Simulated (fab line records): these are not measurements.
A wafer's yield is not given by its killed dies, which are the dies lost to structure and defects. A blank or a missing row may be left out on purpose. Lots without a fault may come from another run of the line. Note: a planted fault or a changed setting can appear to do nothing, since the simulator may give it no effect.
fab line records | flow n5-finfet | part 1 of 2: steps 1 to 4 of 6
record lots=21 | wafers=63 | last-day=19
route steps=1938 shown BEOL_M2@918 BEOL_M3@931
lots that met no fault: taken from a fault-free run of the same line
start-h: start of the lot's first displayed wafer, in hours after the record's first day | wait-h: how many hours have passed since the lot's step before this one | " as in the row above | L1.1+2: a single row standing in for several wafers | - either no value or no given start | * or withheld: withheld | < > ~ a bound
route shown NAME@n: a module of which the file shows steps, and the number in the route of the first | usual: mean and standard deviation over wafers with no fault | same: alike in all rows | chamber/n: place in a boat | sites: each site's reading | _std_site: the values' standard deviation | _edge_site: the outer-site mean with the inner-site mean subtracted | radius-mm: how far each site lies from the wafer's centre | mask NAME#n: copy n | behind: tool/chamber where the wafer was last shaped | hold: why the lot was held/for how many hours/how that ended | device: which transistor (n, p or np) failed to switch | end of line: the tests these same wafers got at the end of their route | where a step has no rows: the recipe by itself | killed: not the wafer's yield, but the dies lost to structure and defects at the first sort | map: a wafer's dies, x killed, . not, _ none there
set.NAME: setting as actually run; set.NAME@STEP: the setting as run at that earlier step | model.NAME: the simulator's own value behind a step, which no gauge read
route steps across a sampled set of lots; one table per step, one row per wafer
services: from which hour (start-h, from the record's first day; less than 0 if before it) a tool's chamber was out of use, for how many hours, and why
## steps
# step N5_BEOL_M2_SPUTTER_94
# recipe material=Cu | target-thk-a=45 | temp-c=-20 | chamber-pressure-pa=0.07 | power-w=withheld | time-s=8.29
# usual substrate-temp-c=-20.00/0.11 | susceptor-temp-C=-20.00/0.098 | throttle-valve-pct=30.0/1.4
lot.wafer | tool           | chamber | start-h | wait-h | substrate-temp-c | susceptor-temp-C | throttle-valve-pct
L074.2    | pvd-sputter-03 | -       | 148.02  | 0.1    | -19.94           | -20.02           | 28.9
L074.3    | "              | -       | "       | "      | -19.87           | -19.80           | 28.7
L074.5    | "              | -       | "       | "      | -20.08           | -19.85           | 28.0
L075.3    | pvd-sputter-02 | -       | 148.35  | 0.1    | -20.17           | -20.03           | 31.5
L075.4    | "              | -       | "       | "      | -20.10           | -20.07           | 30.3
L075.6    | "              | -       | "       | "      | -20.04           | -20.06           | 31.1
L078.2    | pvd-sputter-02 | -       | 209.28  | 0.1    | -19.96           | -20.03           | 31.4
L078.3    | "              | -       | "       | "      | -19.92           | -19.96           | 31.1
L078.6    | "              | -       | "       | "      | -19.94           | -20.13           | 31.3
L083.1    | pvd-sputter-02 | -       | 212.76  | 0.1    | -19.96           | -20.16           | 31.3
L083.2    | "              | -       | "       | "      | -19.86           | -20.14           | 31.4
L083.5    | "              | -       | "       | "      | -20.03           | -19.88           | 28.7
L076.1    | pvd-sputter-03 | -       | 212.86  | 0.1    | -19.90           | -20.01           | 28.8
L076.5    | "              | -       | "       | "      | -20.23           | -20.06           | 29.2
L076.6    | "              | -       | "       | "      | -19.92           | -20.04           | 27.8
L080.1    | pvd-sputter-01 | -       | 213.21  | 0.1    | -19.97           | -20.13           | 30.8
L080.3    | "              | -       | "       | "      | -20.18           | -19.98           | 33.2
L080.4    | "              | -       | "       | "      | -19.94           | -19.92           | 28.2
L079.1    | pvd-sputter-02 | -       | 215.64  | 0.1    | -19.77           | -19.86           | 30.3
L079.2    | "              | -       | "       | "      | -20.01           | -19.89           | 28.6
L079.3    | "              | -       | "       | "      | -20.07           | -20.11           | 31.5
L081.1    | pvd-sputter-03 | -       | 215.92  | 0.1    | -20.10           | -19.84           | 29.0
L081.2    | "              | -       | "       | "      | -20.00           | -20.08           | 27.8
L081.4    | "              | -       | "       | "      | -19.99           | -20.04           | 29.5
L082.1    | pvd-sputter-01 | -       | 223.19  | 0.1    | -20.08           | -19.96           | 30.6
L082.2    | "              | -       | "       | "      | -20.13           | -20.11           | 28.9
L082.5    | "              | -       | "       | "      | -19.74           | -19.90           | 32.7
L084.2    | pvd-sputter-01 | -       | 225.27  | 0.1    | -20.07           | -20.05           | 30.5
L084.4    | "              | -       | "       | "      | -20.09           | -20.10           | 32.8
L084.6    | "              | -       | "       | "      | -19.82           | -20.02           | 30.7
L085.3    | pvd-sputter-03 | -       | 227.10  | 0.1    | -20.21           | -19.99           | 29.0
L085.5    | "              | -       | "       | "      | -20.18           | -19.82           | 28.9
L085.6    | "              | -       | "       | "      | -19.90           | -20.06           | 29.0
L088.1    | pvd-sputter-02 | -       | 229.76  | 0.1    | -20.16           | -19.87           | 30.1
L088.2    | "              | -       | "       | "      | -20.04           | -20.06           | 28.7
L088.4    | "              | -       | "       | "      | -19.91           | -20.02           | 31.1
L087.4    | pvd-sputter-02 | -       | 234.70  | 0.1    | -19.97           | -19.91           | 28.7
L087.5    | "              | -       | "       | "      | -20.05           | -20.10           | 28.7
L087.6    | "              | -       | "       | "      | -19.86           | -19.93           | 31.2
L089.1    | pvd-sputter-02 | -       | 244.32  | 0.1    | -20.14           | -19.99           | 28.6
L089.3    | "              | -       | "       | "      | -20.19           | -19.94           | 31.2
L089.5    | "              | -       | "       | "      | -20.07           | -20.06           | 30.1
L090.1    | pvd-sputter-01 | -       | 255.13  | 0.1    | -19.99           | -19.95           | 30.9
L090.2    | "              | -       | "       | "      | -19.93           | -19.97           | 28.7
L090.4    | "              | -       | "       | "      | -19.74           | -20.19           | 32.9
L091.1    | pvd-sputter-03 | -       | 265.73  | 0.1    | -19.83           | -19.97           | 29.6
L091.3    | "              | -       | "       | "      | -19.94           | -19.96           | 27.9
L091.6    | "              | -       | "       | "      | -19.89           | -19.84           | 27.9
L092.3    | pvd-sputter-03 | -       | 271.37  | 0.1    | -20.12           | -19.96           | 29.0
L092.4    | "              | -       | "       | "      | -19.95           | -20.11           | 29.5
L092.5    | "              | -       | "       | "      | -20.11           | -20.05           | 29.6
L093.1    | pvd-sputter-02 | -       | 278.05  | 0.1    | -19.97           | -19.94           | 30.2
L093.3    | "              | -       | "       | "      | -20.08           | -20.13           | 31.4
L093.5    | "              | -       | "       | "      | -20.04           | -19.75           | 30.1
L094.1    | pvd-sputter-02 | -       | 280.09  | 0.1    | -19.93           | -20.12           | 29.0
L094.2    | "              | -       | "       | "      | -19.85           | -19.79           | 31.4
L094.5    | "              | -       | "       | "      | -19.94           | -20.02           | 30.2
L096.3    | pvd-sputter-03 | -       | 293.11  | 0.1    | -19.92           | -20.06           | 28.9
L096.5    | "              | -       | "       | "      | -19.92           | -19.99           | 29.7
L096.6    | "              | -       | "       | "      | -19.96           | -20.13           | 29.3
L097.1    | pvd-sputter-01 | -       | 299.20  | 0.1    | -19.85           | -20.05           | 32.9
L097.3    | "              | -       | "       | "      | -20.04           | -20.01           | 30.9
L097.5    | "              | -       | "       | "      | -20.00           | -20.02           | 33.0
# step N5_BEOL_M2_DEP_57
# recipe material=SiCN | target-thk-a=80 | temp-c=withheld | precursor=3MS/NH3 | pressure-torr=3 | rf-w=202 | time-s=14
# usual showerhead-plenum-p-Torr=3.665/0.015 | throttle-valve-pct=9.2/0.57
lot.wafer | tool     | chamber | start-h | wait-h | showerhead-plenum-p-Torr | throttle-valve-pct
L074.2    | pecvd-01 | 1       | 149.22  | 0.0    | 3.653                    | 9.7
L074.3    | "        | 0       | "       | "      | 3.682                    | 9.4
L074.5    | "        | 2       | "       | "      | 3.661                    | 8.7
L075.3    | pecvd-04 | 0       | 149.57  | 0.0    | 3.643                    | 9.0
L075.4    | "        | 1       | "       | "      | 3.679                    | 9.7
L075.6    | "        | 0       | "       | "      | 3.649                    | 8.6
L078.2    | pecvd-04 | 0       | 210.48  | 0.0    | 3.643                    | 8.7
L078.3    | "        | 1       | "       | "      | 3.675                    | 9.8
L078.6    | "        | 0       | "       | "      | 3.647                    | 9.1
L083.1    | pecvd-01 | 1       | 213.96  | 0.0    | 3.663                    | 10.0
L083.2    | "        | 0       | "       | "      | 3.687                    | 9.6
L083.5    | "        | 0       | "       | "      | 3.685                    | 9.6
L076.1    | pecvd-01 | 0       | 214.21  | 0.0    | 3.680                    | 9.7
L076.5    | "        | 1       | "       | "      | 3.666                    | 10.0
L076.6    | "        | 0       | "       | "      | 3.675                    | 9.7
L080.1    | pecvd-04 | 2       | 214.43  | 0.0    | 3.646                    | 8.5
L080.3    | "        | 0       | "       | "      | 3.648                    | 8.9
L080.4    | "        | 0       | "       | "      | 3.641                    | 8.8
L079.1    | pecvd-03 | 0       | 216.85  | 0.0    | 3.671                    | 9.1
L079.2    | "        | 2       | "       | "      | 3.663                    | 8.9
L079.3    | "        | 1       | "       | "      | 3.673                    | 8.9
L081.1    | pecvd-04 | 0       | 217.15  | 0.0    | 3.645                    | 8.7
L081.2    | "        | 1       | "       | "      | 3.679                    | 9.9
L081.4    | "        | 0       | "       | "      | 3.651                    | 8.9
L082.1    | pecvd-03 | 1       | 224.39  | 0.0    | 3.670                    | 9.1
L082.2    | "        | 2       | "       | "      | 3.663                    | 8.8
L082.5    | "        | 0       | "       | "      | 3.690                    | 9.3
L084.2    | pecvd-01 | 0       | 226.47  | 0.0    | 3.672                    | 9.6
L084.4    | "        | 1       | "       | "      | 3.659                    | 9.8
L084.6    | "        | 2       | "       | "      | 3.655                    | 8.6
L085.3    | pecvd-04 | 2       | 228.33  | 0.0    | 3.647                    | 8.2
L085.5    | "        | 2       | "       | "      | 3.654                    | 8.4
L085.6    | "        | 1       | "       | "      | 3.673                    | 10.0
L088.1    | pecvd-04 | 1       | 230.97  | 0.0    | 3.672                    | 9.8
L088.2    | "        | 2       | "       | "      | 3.656                    | 8.6
L088.4    | "        | 0       | "       | "      | 3.640                    | 8.5
L087.4    | pecvd-03 | 0       | 236.36  | 0.0    | 3.682                    | 9.2
L087.5    | "        | 2       | "       | "      | 3.671                    | 8.7
L087.6    | "        | 1       | "       | "      | 3.669                    | 9.6
L089.1    | pecvd-01 | 1       | 245.53  | 0.0    | 3.663                    | 9.8
L089.3    | "        | 0       | "       | "      | 3.683                    | 9.7
L089.5    | "        | 2       | "       | "      | 3.669                    | 8.6
L090.1    | pecvd-04 | 2       | 256.79  | 0.0    | 3.640                    | 8.4
L090.2    | "        | 1       | "       | "      | 3.674                    | 9.8
L090.4    | "        | 2       | "       | "      | 3.657                    | 8.1
L091.1    | pecvd-03 | 2       | 266.94  | 0.0    | 3.670                    | 9.0
L091.3    | "        | 0       | "       | "      | 3.687                    | 9.1
L091.6    | "        | 2       | "       | "      | 3.670                    | 8.5
L092.3    | pecvd-04 | 1       | 272.69  | 0.0    | 3.674                    | 10.0
L092.4    | "        | 0       | "       | "      | 3.647                    | 9.1
L092.5    | "        | 1       | "       | "      | 3.684                    | 9.9
L093.1    | pecvd-04 | 0       | 279.25  | 0.0    | 3.649                    | 8.9
L093.3    | "        | 1       | "       | "      | 3.670                    | 9.9
L093.5    | "        | 0       | "       | "      | 3.644                    | 9.0
L094.1    | pecvd-04 | 0       | 281.31  | 0.0    | 3.653                    | 9.0
L094.2    | "        | 2       | "       | "      | 3.643                    | 8.5
L094.5    | "        | 1       | "       | "      | 3.680                    | 10.0
L096.3    | pecvd-03 | 2       | 294.31  | 0.0    | 3.671                    | 8.9
L096.5    | "        | 1       | "       | "      | 3.670                    | 9.1
L096.6    | "        | 0       | "       | "      | 3.675                    | 9.1
L097.1    | pecvd-01 | 1       | 300.64  | 0.0    | 3.646                    | 10.1
L097.3    | "        | 0       | "       | "      | 3.685                    | 9.5
L097.5    | "        | 1       | "       | "      | 3.673                    | 10.0
# step N5_BEOL_M3_ILD_DEP_00
# recipe material=SiOC | target-thk-a=790 | temp-c=350 | precursor=DEMS/O2 | pressure-torr=5 | rf-w=500 | time-s=15.3
# usual heater-power-outer-w=277/67 | heater-power-w=507/97 | showerhead-plenum-p-Torr=5.702/0.011 | susceptor-temp-C=349.99/0.22 | throttle-valve-pct=12.2/0.54
lot.wafer | tool     | chamber | start-h | wait-h | heater-power-outer-w | heater-power-w | showerhead-plenum-p-Torr | susceptor-temp-C | throttle-valve-pct
L074.2    | pecvd-03 | 1       | 149.35  | 0.0    | 234                  | 431            | 5.712                    | 349.93           | 12.0
L074.3    | "        | 0       | "       | "      | 203                  | 394            | 5.715                    | 350.15           | 11.7
L074.5    | "        | 0       | "       | "      | 203                  | 407            | 5.712                    | 350.22           | 11.9
L075.3    | pecvd-02 | 0       | 149.70  | 0.0    | 341                  | 549            | 5.691                    | 349.59           | 11.9
L075.4    | "        | 2       | "       | "      | 255                  | 498            | 5.709                    | 349.57           | 12.7
L075.6    | "        | 1       | "       | "      | 221                  | 418            | 5.702                    | 349.96           | 12.6
L078.2    | pecvd-03 | 2       | 210.61  | 0.0    | 228                  | 486            | 5.697                    | 350.10           | 11.4
L078.3    | "        | 1       | "       | "      | 204                  | 392            | 5.703                    | 350.10           | 12.2
L078.6    | "        | 0       | "       | "      | 245                  | 441            | 5.720                    | 349.71           | 12.0
L083.1    | pecvd-01 | 0       | 214.09  | 0.0    | 228                  | 430            | 5.698                    | 349.88           | 12.8
L083.2    | "        | 2       | "       | "      | 357                  | 628            | 5.686                    | 349.55           | 11.5
L083.5    | "        | 1       | "       | "      | 411                  | 715            | 5.698                    | 349.74           | 13.3
L076.1    | pecvd-01 | 0       | 214.34  | 0.0    | 246                  | 464            | 5.714                    | 350.51           | 12.8
L076.5    | "        | 2       | "       | "      | 362                  | 605            | 5.695                    | 350.22           | 11.7
L076.6    | "        | 1       | "       | "      | 396                  | 671            | 5.707                    | 349.66           | 12.8
L080.1    | pecvd-01 | 1       | 214.56  | 0.0    | 438                  | 722            | 5.687                    | 349.75           | 13.0
L080.3    | "        | 2       | "       | "      | 348                  | 627            | 5.691                    | 350.13           | 11.7
L080.4    | "        | 0       | "       | "      | 233                  | 460            | 5.718                    | 349.85           | 12.9
L079.1    | pecvd-02 | 0       | 216.98  | 0.0    | 300                  | 492            | 5.688                    | 349.97           | 11.9
L079.2    | "        | 1       | "       | "      | 177                  | 357            | 5.698                    | 349.73           | 12.9
L079.3    | "        | 0       | "       | "      | 309                  | 500            | 5.710                    | 349.90           | 11.9
L081.1    | pecvd-02 | 0       | 217.28  | 0.0    | 275                  | 478            | 5.702                    | 349.89           | 11.9
L081.2    | "        | 1       | "       | "      | 181                  | 384            | 5.702                    | 349.81           | 12.6
L081.4    | "        | 0       | "       | "      | 288                  | 484            | 5.702                    | 349.93           | 11.9
L082.1    | pecvd-01 | 0       | 224.52  | 0.0    | 280                  | 526            | 5.697                    | 350.02           | 12.4
L082.2    | "        | 1       | "       | "      | 374                  | 681            | 5.687                    | 350.01           | 13.0
L082.5    | "        | 0       | "       | "      | 288                  | 531            | 5.701                    | 349.93           | 12.6
L084.2    | pecvd-01 | 2       | 226.60  | 0.0    | 363                  | 634            | 5.692                    | 350.15           | 11.4
L084.4    | "        | 2       | "       | "      | 365                  | 630            | 5.715                    | 350.28           | 11.9
L084.6    | "        | 0       | "       | "      | 232                  | 445            | 5.711                    | 349.90           | 12.6
L085.3    | pecvd-03 | 1       | 228.46  | 0.0    | 231                  | 430            | 5.674                    | 350.00           | 11.8
L085.5    | "        | 1       | "       | "      | 230                  | 425            | 5.706                    | 350.30           | 12.2
L085.6    | "        | 0       | "       | "      | 236                  | 440            | 5.700                    | 350.27           | 12.1
L088.1    | pecvd-03 | 2       | 231.11  | 0.0    | 260                  | 504            | 5.685                    | 349.70           | 11.6
L088.2    | "        | 1       | "       | "      | 226                  | 426            | 5.709                    | 350.10           | 12.1
L088.4    | "        | 1       | "       | "      | 225                  | 418            | 5.713                    | 350.13           | 12.2
L087.4    | pecvd-03 | 2       | 236.49  | 0.1    | 231                  | 483            | 5.705                    | 350.33           | 11.7
L087.5    | "        | 1       | "       | "      | 236                  | 436            | 5.710                    | 350.00           | 12.1
L087.6    | "        | 0       | "       | "      | 216                  | 411            | 5.706                    | 349.61           | 11.8
L089.1    | pecvd-03 | 1       | 245.66  | 0.0    | 233                  | 432            | 5.689                    | 349.90           | 12.0
L089.3    | "        | 0       | "       | "      | 235                  | 442            | 5.723                    | 349.67           | 12.1
L089.5    | "        | 1       | "       | "      | 240                  | 451            | 5.715                    | 349.73           | 12.0
L090.1    | pecvd-02 | 1       | 256.92  | 0.0    | 190                  | 375            | 5.698                    | 350.15           | 12.6
L090.2    | "        | 0       | "       | "      | 358                  | 555            | 5.714                    | 349.92           | 11.9
L090.4    | "        | 2       | "       | "      | 262                  | 523            | 5.702                    | 349.86           | 11.5
L091.1    | pecvd-01 | 1       | 267.06  | 0.0    | 334                  | 615            | 5.705                    | 349.77           | 13.1
L091.3    | "        | 2       | "       | "      | 374                  | 626            | 5.707                    | 350.09           | 11.7
L091.6    | "        | 2       | "       | "      | 389                  | 637            | 5.692                    | 350.36           | 11.6
L092.3    | pecvd-03 | 2       | 272.84  | 0.1    | 272                  | 538            | 5.718                    | 350.11           | 11.6
L092.4    | "        | 1       | "       | "      | 200                  | 392            | 5.709                    | 350.12           | 12.1
L092.5    | "        | 1       | "       | "      | 207                  | 395            | 5.707                    | 350.10           | 12.1
L093.1    | pecvd-01 | 1       | 279.38  | 0.0    | 409                  | 705            | 5.704                    | 350.07           | 12.9
L093.3    | "        | 0       | "       | "      | 277                  | 514            | 5.709                    | 350.38           | 12.9
L093.5    | "        | 0       | "       | "      | 297                  | 513            | 5.717                    | 349.81           | 12.9
L094.1    | pecvd-03 | 1       | 281.44  | 0.0    | 229                  | 427            | 5.699                    | 350.49           | 11.9
L094.2    | "        | 2       | "       | "      | 275                  | 538            | 5.681                    | 350.10           | 11.8
L094.5    | "        | 1       | "       | "      | 230                  | 418            | 5.698                    | 350.12           | 12.0
L096.3    | pecvd-01 | 1       | 294.44  | 0.0    | 377                  | 678            | 5.692                    | 350.17           | 13.0
L096.5    | "        | 1       | "       | "      | 369                  | 671            | 5.705                    | 350.02           | 12.9
L096.6    | "        | 0       | "       | "      | 291                  | 517            | 5.707                    | 349.61           | 13.0
L097.1    | pecvd-02 | 0       | 300.77  | 0.0    | 350                  | 566            | 5.701                    | 349.81           | 11.9
L097.3    | "        | 1       | "       | "      | 197                  | 400            | 5.682                    | 349.92           | 12.9
L097.5    | "        | 2       | "       | "      | 279                  | 542            | 5.703                    | 349.90           | 11.6
# step N5_BEOL_M3_STRIP_19
# recipe chemistry=O2 | power-w=400 | temp-c=40 | pressure-mtorr=30 | rf-frequency-hz=6e+07 | bias-power-w=0 | overash-fraction=0.2 | o2-flow-sccm=225
# usual drypump-motor-current-A=5.8/0.3 | oes-product-au=0.77/0.066 | rf-vpp-V=3.7/0.53 | showerhead-plenum-p-Torr=2.08/0.072 | throttle-valve-pct=16.63/0.26
lot.wafer | tool        | chamber | start-h | wait-h | drypump-motor-current-A | oes-product-au | rf-hours-counter-h | rf-vpp-V | showerhead-plenum-p-Torr | throttle-valve-pct
L074.2    | rie-diel-06 | 2       | 150.77  | 0.2    | 6.0                     | 0.78           | 115                | 3.7      | 2.05                     | 16.83
L074.3    | "           | 0       | "       | "      | 5.9                     | 0.75           | 139                | 2.8      | 2.16                     | 16.55
L074.5    | "           | 1       | "       | "      | 6.3                     | 0.74           | -                  | 3.9      | 1.98                     | 16.42
L075.3    | rie-diel-01 | 2       | 150.91  | 0.1    | 5.7                     | 0.71           | 197                | 3.4      | 2.16                     | 16.84
L075.4    | "           | 1       | "       | "      | 6.1                     | 0.84           | -                  | 3.3      | 2.10                     | 16.48
L075.6    | "           | 0       | "       | "      | 5.7                     | 0.84           | -                  | 3.4      | 2.06                     | 16.27
L078.2    | rie-diel-06 | 3       | 212.13  | 0.1    | 5.4                     | 0.84           | 56                 | 3.3      | 2.18                     | 16.51
L078.3    | "           | 1       | "       | "      | 6.3                     | 0.72           | 218                | 4.9      | 1.97                     | 16.44
L078.6    | "           | 2       | "       | "      | 6.0                     | 0.75           | -                  | 3.1      | 2.04                     | 16.86
L076.1    | rie-diel-06 | 3       | 217.23  | 0.1    | 5.4                     | 0.84           | 57                 | 4.6      | 2.18                     | 16.51
L076.5    | "           | 2       | "       | "      | 6.0                     | 0.76           | -                  | 3.9      | 2.04                     | 16.86
L076.6    | "           | 3       | "       | "      | 5.4                     | 0.84           | -                  | 3.6      | 2.18                     | 16.52
L083.1    | rie-diel-06 | 1       | 217.28  | 0.2    | 6.2                     | 0.72           | 219                | 3.7      | 1.97                     | 16.45
L083.2    | "           | 2       | "       | "      | 6.0                     | 0.75           | 133                | 3.9      | 2.04                     | 16.88
L083.5    | "           | 0       | "       | "      | 5.9                     | 0.73           | -                  | 4.2      | 2.16                     | 16.58
L080.1    | rie-diel-06 | 1       | 217.32  | 0.1    | 6.2                     | 0.72           | 219                | 3.1      | 1.97                     | 16.43
L080.3    | "           | 3       | "       | "      | 5.4                     | 0.83           | 58                 | 4.4      | 2.18                     | 16.50
L080.4    | "           | 2       | "       | "      | 6.0                     | 0.75           | 133                | 2.9      | 2.04                     | 16.88
L079.1    | rie-diel-05 | 3       | 218.03  | 0.1    | 5.7                     | 0.82           | 97                 | 3.9      | 2.02                     | 16.24
L079.2    | "           | 1       | "       | "      | 5.2                     | 0.70           | 184                | 4.8      | 2.00                     | 17.01
L079.3    | "           | 2       | "       | "      | 5.6                     | 0.68           | 241                | 3.3      | 2.09                     | 17.25
L081.1    | rie-diel-06 | 2       | 220.43  | 0.1    | 6.0                     | 0.76           | 134                | 2.6      | 2.04                     | 16.87
L081.2    | "           | 0       | "       | "      | 5.9                     | 0.74           | 157                | 4.0      | 2.15                     | 16.60
L081.4    | "           | 1       | "       | "      | 6.3                     | 0.73           | 220                | 3.9      | 1.97                     | 16.44
L082.1    | rie-diel-06 | 1       | 226.13  | 0.1    | 6.3                     | 0.72           | 222                | 3.6      | 1.97                     | 16.47
L082.2    | "           | 3       | "       | "      | 5.4                     | 0.83           | 60                 | 3.3      | 2.18                     | 16.52
L082.5    | "           | 0       | "       | "      | 6.0                     | 0.74           | -                  | 3.3      | 2.15                     | 16.60
L084.2    | rie-diel-01 | 3       | 228.38  | 0.1    | 5.8                     | 0.91           | 14                 | 2.9      | 2.11                     | 16.10
L084.4    | "           | 0       | "       | "      | 5.7                     | 0.81           | -                  | 3.7      | 2.05                     | 16.32
L084.6    | "           | 3       | "       | "      | 5.9                     | 0.91           | -                  | 3.3      | 2.11                     | 16.11
L085.3    | rie-diel-01 | 0       | 231.91  | 0.1    | 5.7                     | 0.81           | -                  | 4.0      | 2.05                     | 16.32
L085.5    | "           | 2       | "       | "      | 5.7                     | 0.69           | -                  | 3.7      | 2.15                     | 16.92
L085.6    | "           | 0       | "       | "      | 5.7                     | 0.81           | -                  | 3.5      | 2.05                     | 16.31
L088.1    | rie-diel-01 | 0       | 232.94  | 0.1    | 5.6                     | 0.81           | 84                 | 3.1      | 2.05                     | 16.33
L088.2    | "           | 2       | "       | "      | 5.7                     | 0.69           | 222                | 3.4      | 2.15                     | 16.90
L088.4    | "           | 0       | "       | "      | 5.7                     | 0.82           | -                  | 3.5      | 2.05                     | 16.34
L087.4    | rie-diel-06 | 2       | 239.43  | 0.1    | 6.0                     | 0.75           | 138                | 3.9      | 2.04                     | 16.87
L087.5    | "           | 2       | "       | "      | 6.0                     | 0.75           | -                  | 3.2      | 2.04                     | 16.90
L087.6    | "           | 3       | "       | "      | 5.4                     | 0.83           | -                  | 3.2      | 2.18                     | 16.53
L089.1    | rie-diel-05 | 1       | 248.84  | 0.1    | 5.2                     | 0.69           | 194                | 3.9      | 2.00                     | 17.03
L089.3    | "           | 0       | "       | "      | 5.8                     | 0.71           | 206                | 4.5      | 2.08                     | 16.87
L089.5    | "           | 1       | "       | "      | 5.2                     | 0.69           | -                  | 4.0      | 2.00                     | 17.03
L090.1    | rie-diel-05 | 0       | 259.34  | 0.1    | 5.8                     | 0.71           | 210                | 3.7      | 2.08                     | 16.87
L090.2    | "           | 3       | "       | "      | 5.8                     | 0.80           | 111                | 3.6      | 2.01                     | 16.27
L090.4    | "           | 1       | "       | "      | 5.2                     | 0.69           | -                  | 3.4      | 2.00                     | 17.04
L091.1    | rie-diel-01 | 0       | 269.03  | 0.1    | 5.6                     | 0.80           | 95                 | 4.2      | 2.04                     | 16.34
L091.3    | "           | 3       | "       | "      | 5.9                     | 0.88           | 26                 | 3.1      | 2.11                     | 16.15
L091.6    | "           | 0       | "       | "      | 5.7                     | 0.80           | -                  | 4.2      | 2.04                     | 16.33
L092.3    | rie-diel-05 | 0       | 276.17  | 0.1    | 5.8                     | 0.71           | 213                | 4.5      | 2.08                     | 16.84
L092.4    | "           | 3       | "       | "      | 5.7                     | 0.81           | 114                | 3.7      | 2.01                     | 16.27
L092.5    | "           | 1       | "       | "      | 5.2                     | 0.70           | -                  | 4.3      | 2.00                     | 17.04
L093.1    | rie-diel-06 | 0       | 281.72  | 0.2    | 5.9                     | 0.72           | 173                | 3.7      | 2.15                     | 16.63
L093.3    | "           | 2       | "       | "      | 6.0                     | 0.74           | 149                | 2.5      | 2.03                     | 16.90
L093.5    | "           | 3       | "       | "      | 5.4                     | 0.81           | -                  | 2.8      | 2.18                     | 16.52
L094.1    | rie-diel-05 | 0       | 282.48  | 0.1    | 5.7                     | 0.71           | 214                | 3.2      | 2.07                     | 16.84
L094.2    | "           | 2       | "       | "      | 5.6                     | 0.99           | 5                  | 3.8      | 2.09                     | 16.78
L094.5    | "           | 1       | "       | "      | 5.2                     | 0.70           | -                  | 4.1      | 2.00                     | 17.06
L096.3    | rie-diel-05 | 3       | 295.88  | 0.1    | 5.8                     | 0.80           | 118                | 3.8      | 2.01                     | 16.29
L096.5    | "           | 3       | "       | "      | 5.8                     | 0.80           | -                  | 3.6      | 2.01                     | 16.28
L096.6    | "           | 0       | "       | "      | 5.8                     | 0.71           | -                  | 4.1      | 2.07                     | 16.87
L097.1    | rie-diel-06 | 1       | 301.80  | 0.1    | 6.2                     | 0.71           | 240                | 4.0      | 1.97                     | 16.48
L097.3    | "           | 0       | "       | "      | 5.9                     | 0.72           | 178                | 3.3      | 2.15                     | 16.63
L097.5    | "           | 2       | "       | "      | 6.0                     | 0.75           | -                  | 3.4      | 2.03                     | 16.93
